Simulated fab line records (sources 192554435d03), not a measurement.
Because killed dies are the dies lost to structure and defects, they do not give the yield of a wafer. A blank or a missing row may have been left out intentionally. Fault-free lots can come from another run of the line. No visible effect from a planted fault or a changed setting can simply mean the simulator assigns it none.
A lot that was struck, set against a sound lot    flow n5_finfet    16 steps out of a route of 1938
Sound: the wafers L662.1, L662.4, L662.5. Struck: wafer L669.5 (L669.1, L669.6, from the same lot, were not struck and are left out); the cause is given at the end.
Order at every step that has rows: each side's tool, ch and its chambers, its first start. Under that, the readings that differ: sound wafers    struck wafers    difference of the means    sigmas: that difference in standard deviations of wafers without a fault.
alike: readings with means less than 2 such deviations apart, plus words and numbers identical on both sides. not compared: withheld readings, readings lacking a value on some wafer, bounds such as >300 that could conceal the same value, and numbers that have no deviation in the record and whose values overlap.
Wherever a step has rows on one side only, a row that says differs or no value, or a row with sigmas, the two part there. When numbers do not overlap yet have no deviation, they are printed without sigmas and do not part them. Lack of a reading on every wafer of one side parts them only where that side has two or more wafers.

first, 5 steps without rows for these wafers: N5_SD_EPI_P_EBR_05; N5_SD_EPI_P_SOFTBAKE_04 (time 60 s); N5_SD_EPI_P_EXPOSE_06 (exposes mask SD P BLK, target cd 240 nm); N5_SD_EPI_P_PEB_07 (peb time 60 s); N5_SD_EPI_P_DEVELOP_08 (develop time 30 s).
N5_SD_EPI_P_CD_MEAS_09: target cd 240 nm.
  sound on cd_sem-01 ch 0, day 5 11:35; struck on cd_sem-03 ch 0, day 7 06:18
  alike: cd_nm
N5_SD_EPI_P_OVL_MEAS_10:
  sound on overlay-01 ch 0, day 5 11:37; struck on overlay-02 ch 0, day 7 06:20
  alike: SD_P_BLK_OVL
N5_SD_EPI_P_INSPECT_11: inspects for defects (macro).
  sound on defect_inspect-01 at day 5 11:38; struck on defect_inspect-01 at day 7 06:22
  alike: raw_defect_count
N5_SD_EPI_P_DESCUM_14: chemistry O2, time 7.9 s.
  sound on rie_diel-03 ch 0,2,3, day 5 11:40; struck on rie_diel-03 ch 0, day 7 06:23
reading                sound           struck  difference  sigmas
oes_product_au (a.u.)  0.69 0.72 0.77  0.95    +0.22       +3
  alike: bias_power_w, drypump_motor_current_A, rf_vpp_V, showerhead_plenum_p_Torr, temp_c, throttle_valve_pct
  not compared: rf_hours_counter_h
N5_SD_EPI_P_ETCH_36: etches SiARC in CF4, target depth 45.5 nm, time 75.8 s.
  sound on rie_diel-03 ch 0,2,3, day 5 11:42; struck on rie_diel-03 ch 0, day 7 06:26
reading                sound           struck  difference  sigmas
oes_product_au (a.u.)  0.58 0.62 0.66  0.82    +0.20       +3
  alike: bias_w, drypump_motor_current_A, etch_rf_on_time_s, rf_vpp_V, showerhead_plenum_p_Torr, throttle_valve_pct
  not compared: rf_hours_counter_h
N5_SD_EPI_P_ETCH_37: etches SOC in N2/H2, overetch 108 nm, time 486 s.
  sound on rie_diel-03 ch 0,2,3, day 5 11:46; struck on rie_diel-03 ch 0, day 7 06:29
reading                sound           struck  difference  sigmas
oes_product_au (a.u.)  0.62 0.65 0.69  0.84    +0.19       +3
  alike: bias_w, drypump_motor_current_A, rf_vpp_V, showerhead_plenum_p_Torr, temp_c, throttle_valve_pct
  not compared: rf_hours_counter_h
then, 1 step without rows for these wafers: N5_SD_EPI_P_STRIP_38 (strips in N2/H2).
N5_SD_EPI_P_ETCHBACK_46: etches SiNx in CH3F/O2, stops on SiO2, target depth 17.5 nm.
  sound on rie_diel-03 ch 0,2,3, day 5 12:05; struck on rie_diel-03 ch 0, day 7 06:49
reading                sound           struck   difference  sigmas
oes_product_au (a.u.)  0.59 0.62 0.66  0.81     +0.19       +3
over_etch_frac         0.3 0.3 0.3     0.29285  -0.00715    
  alike: bias_w, drypump_motor_current_A, rf_vpp_V, showerhead_plenum_p_Torr, throttle_valve_pct
  not compared: rf_hours_counter_h
N5_SD_EPI_P_ETCH_47: etches SiOCN in CH3F/O2, target depth 25 nm.
  sound on rie_diel-03 ch 0,2,3, day 5 12:11; struck on rie_diel-03 ch 0, day 7 06:55
reading                sound              struck  difference  sigmas
bias_w (W)             28.93 28.95 29.10  28.75   -0.24       -2
oes_product_au (a.u.)  0.69 0.72 0.77     0.94    +0.21       +3
  alike: drypump_motor_current_A, rf_vpp_V, showerhead_plenum_p_Torr, throttle_valve_pct
  not compared: rf_hours_counter_h
-- a jump in the record: the struck wafers' starts before and after are 5 days apart (it breaks off in module SD_EPI_P and resumes in module BEOL_M4, where the first step shown is number 1111 of the route) --
N5_BEOL_M4_RC_MEAS_101:
  sound on prober-01 ch 0, day 10 08:43; struck on prober-01 ch 0, day 12 16:43
reading         sound              struck  difference  sigmas
IOFF_N (nA/um)  0.157 0.177 0.164  0.125   -0.041      -2
IOFF_P (nA/um)  0.227 0.255 0.232  0.171   -0.067      -2
ION_N (uA/um)   673 683 676        658     -19         -2
ION_P (uA/um)   466 477 465        455     -14         -2
VT_P (mV)       -245 -246 -246     -255    -9          -3
  alike: DIBL_N, DIBL_P, SS_N, SS_P, VT_N
N5_PASSIVATION_PROBE_49:
  rows exist in the record for the sound wafers here (prober-01, day 14 16:16), none for the struck ones

== WHERE THEY PART ==
First at N5_SD_EPI_P_DESCUM_14; last, within this record, at N5_PASSIVATION_PROBE_49.

WHY: the cause the simulator had injected
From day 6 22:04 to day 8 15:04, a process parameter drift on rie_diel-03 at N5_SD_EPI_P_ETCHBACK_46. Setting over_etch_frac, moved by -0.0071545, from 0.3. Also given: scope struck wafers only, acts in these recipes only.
